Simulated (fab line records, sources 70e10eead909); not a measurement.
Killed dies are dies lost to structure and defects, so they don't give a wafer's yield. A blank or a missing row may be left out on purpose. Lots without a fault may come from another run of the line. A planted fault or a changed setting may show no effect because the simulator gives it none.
Chamber matching | flow nand_harc | NHARC_A_M0_DEP_32 on pecvd-04: 3 sister chambers
The step deposits SiCN, target thk 30 nm. 3 wafers are shown with their chamber, then 7 later ones without.

WAFERS WITH THEIR CHAMBER
wafer  | chamber | heater_power_w (W)
L084.1 | 1       | 512
L083.1 | 0       | 495
L083.5 | 2       | 445

WAFERS WITHOUT THEIR CHAMBER
wafer  | heater_power_w (W)
L083.6 | 497
L094.4 | 557
L094.5 | 442
L094.6 | 488
L096.3 | 443
L096.4 | 536
L096.5 | 640

WHICH CHAMBER EACH WENT THROUGH
wafer  | from the rows above          | in truth
L083.6 | can't be placed: 0 or 1 or 2 | 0
L094.4 | can't be placed: 1 or 0 or 2 | 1
L094.5 | can't be placed: 2 or 0 or 1 | 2
L094.6 | can't be placed: 0 or 1 or 2 | 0
L096.3 | can't be placed: 2 or 0 or 1 | 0
L096.4 | can't be placed: 1 or 0 or 2 | 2
L096.5 | can't be placed: 1 or 0 or 2 | 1
Placed correctly: 0 of 7. Can't be placed from these rows: 7 (the true chamber is among the candidates in 7). Placed wrongly: 0.
How it was worked out, from the rows above alone: a wafer's distance from a chamber is the root of the sum, over the readings, of the square of ((its reading less the chamber's mean) divided by the reading's scatter). The wafer belongs to the nearest chamber; if the next one is less than 2 further off, it can't be placed. A chamber's mean is the mean of its shown wafers. The scatter: with one shown wafer a chamber, the root of the mean of the squares of how far each hidden wafer lies from its nearest shown one.
